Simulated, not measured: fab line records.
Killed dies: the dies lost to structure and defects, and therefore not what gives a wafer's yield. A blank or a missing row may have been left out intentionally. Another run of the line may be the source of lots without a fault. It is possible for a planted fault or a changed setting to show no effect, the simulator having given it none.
Comparing a struck lot with a sound one ; flow n5Finfet ; 31 steps out of a route of 1938
Sound: these wafers, L595.1, L595.4, L595.6. Struck: wafer L580.5. Last of all comes the cause.
Per side, at each step with rows, come the tool, then ch with its chambers, and then its first start. Under that, the readings that differ: sound wafers ; struck wafers ; difference of the means ; sigmas: that difference in standard deviations of wafers without a fault.
alike: a reading whose means differ by less than 2 such deviations, as well as words and numbers matching on both sides. not compared: withheld readings; readings where some wafer has no value; bounds like >300 that might hide an equal value; numbers whose values overlap and for which the record gives no deviation.
The two part at a step that has a row with sigmas, a row that says differs or no value, or rows on one side only. Numbers that don't overlap but have no deviation are shown without sigmas and don't part them. A reading missing from all wafers of one side parts the sides only when that side holds two or more wafers.

first, 11 steps without rows for these wafers: N5_FIN_SAQP_STRIP_74 (strips in CHF3/O2); N5_FIN_SAQP_MANDREL_ETCH_22 (etches a-Si in HBr/Cl2, stops on SiNx, target depth 60 nm, bt time 10 s, time 30 s); N5_FIN_SAQP_STRIP_55 (strips in N2/H2); N5_FIN_SAQP_STRIP_23 (strips in SPM, time 750 s); N5_FIN_SAQP_SRD_66 (time 30 s); N5_FIN_SAQP_RECESS_75 (chemistry HF/NH3, target SiO2, target depth 14.4 nm, afs cycles 3, sublimation time 60 s); N5_FIN_SAQP_SPACER1_ALD_24 (deposits SiO2, target thk 20.3 nm, pulse time 1 s, purge time 2 s); N5_FIN_SAQP_SPACER1_ETCHBACK_25 (etches SiO2 in CHF3/O2, target depth 24.4 nm, time 12.2 s); N5_FIN_SAQP_MANDREL1_REMOVE_56 (chemistry HBr/Cl2/O2, target a-Si, stops on SiNx, bt time 10 s); N5_FIN_SAQP_ETCH_57 (etches SiNx in CH3F/O2, target depth 32.5 nm, time 46.4 s); N5_FIN_SAQP_ETCH_65 (etches SiO2 in CF4, target depth 4 nm, time 4.4 s).
N5_FIN_SAQP_MANDREL_ETCH_58: etches a-Si in HBr/Cl2, stops on SiNx, target depth 45 nm, bt time 10 s, time 27 s.
  sound on rieSi-02 ch 1,2,3, day 7 06:19; struck on rieSi-02 ch 3, day 3 13:09
  alike: drypumpMotorCurrentA, oesProductAu, rfFwdPowerW, throttleValvePct
  not compared: rfHoursCounterH, model.etch.depthNm
then, 2 steps without rows for these wafers: N5_FIN_SAQP_RECESS_63 (chemistry HF/NH3, target SiO2, target depth 18 nm, afs cycles 3, sublimation time 60 s); N5_FIN_SAQP_COAT_68 (time 60 s, resist thk 100 nm).
N5_FIN_SAQP_ETCH_69: etches SOC in N2/H2, stops on SiNx, target depth 150 nm.
  sound on rieDiel-02 ch 0,1, day 7 06:55; struck on rieDiel-02 ch 0, day 3 13:46
reading;sound;struck;difference;sigmas
oesProductAu (a.u.);0.86 0.69 0.70;0.37;-0.38;-6
showerheadPlenumPTorr (Torr);2.71 2.52 2.52;2.73;+0.15;+3
  alike: drypumpMotorCurrentA, rfFwdPowerW, rfVppV, throttleValvePct
  not compared: rfHoursCounterH
then, 3 steps without rows for these wafers: N5_FIN_SAQP_STRIP_70 (strips in N2/H2); N5_FIN_SAQP_RECESS_71 (chemistry HF/NH3, target SiO2, target depth 3 nm, afs cycles 1, sublimation time 60 s); N5_FIN_SAQP_SPACER2_ALD_28 (deposits SiO2, target thk 8.1 nm, pulse time 1 s, purge time 2 s).
N5_FIN_SAQP_SPACER2_ETCHBACK_29: etches SiO2 in CHF3/O2, target depth 12.2 nm, time 6.1 s.
  sound on rieDiel-05 ch 0,2,3, day 7 07:41; struck on rieDiel-02 ch 0, day 3 14:25
reading;sound;struck;difference;sigmas
drypumpMotorCurrentA (A);5.5 5.5 4.9;6.5;+1.2;+2
oesProductAu (a.u.);0.84 0.79 0.75;0.37;-0.42;-6
  alike: rfFwdPowerW, rfVppV, showerheadPlenumPTorr, throttleValvePct
  not compared: rfHoursCounterH
then, 9 steps without rows for these wafers: N5_FIN_SAQP_MANDREL2_REMOVE_60 (chemistry HBr/Cl2/O2, target a-Si, stops on SiNx, bt time 10 s); N5_FIN_SAQP_HM_OPEN_33 (chemistry CH3F/O2, target SiNx, target depth 49.4 nm, time 70.6 s); N5_FIN_SAQP_ETCH_34 (etches SiO2 in C4F6/O2, target depth 45 nm, time 15 s); N5_FIN_SAQP_STRIP_77 (strips in N2/H2, time 90 s); N5_FIN_SAQP_ETCH_64 (etches SiO2 in CF4, target depth 1.5 nm); N5_FIN_SAQP_FIN_ETCH_36 (etches the open film in HBr/Cl2/O2, target depth 120 nm, time 50.4 s); N5_FIN_SAQP_PRECLEAN_38 (cleans in O3/DIW, time 45 s); N5_FIN_SAQP_PRECLEAN_45 (cleans in dHF, time 10 s); N5_FIN_SAQP_SRD_39 (time 30 s).
N5_FIN_SAQP_INSPECT_40: inspects for defects (brightfield).
  sound on defectInspect-02 at day 7 08:28; struck on defectInspect-01 at day 3 15:15
reading;sound;struck;difference;sigmas
rawDefectCount;194 170 148;1915;+1744;+23
N5_BEOL_M4_RC_MEAS_101:
  the record has rows for the sound wafers here (prober-02 ch 0, day 13 00:50) and none for the struck ones
-- the record jumps here: 10 days lie between the struck wafers' starts before and after (it left off in module BEOL_M4 and takes up again in module PASSIVATION, whose first step shown is number 1936 of the route) --
N5_PASSIVATION_PROBE_49:
  sound on prober-01 at day 17 07:38; struck on prober-02 at day 13 18:11
reading;sound;struck;difference;sigmas
defectLimitedYield (%);88.6 93.9 93.2;4.9;-87.0;-58
killedAtFrontEnd;60 24 30;1074;+1036;+86
killedDies;135 72 80;1122;+1026;+57
killedOnRim;16 10 9;123;+111;+26
sort_bin_5_function (%);6.5 3.6 4.2;91.7;+86.9;+79
sortNPass;1045 1108 1100;58;-1026;-57
sortYieldPct (%);88.6 93.9 93.2;4.9;-87.0;-58
  alike: killed_at_M0_to_M3, killed_at_M4_up, killedAtContacts, killedAtOther, killedOpen, killedShort, sort_bin_6_memory

== WHERE THEY PART ==
Earliest at N5_FIN_SAQP_ETCH_69; latest, in this record, at N5_PASSIVATION_PROBE_49.

WHY: whatever the simulator had introduced
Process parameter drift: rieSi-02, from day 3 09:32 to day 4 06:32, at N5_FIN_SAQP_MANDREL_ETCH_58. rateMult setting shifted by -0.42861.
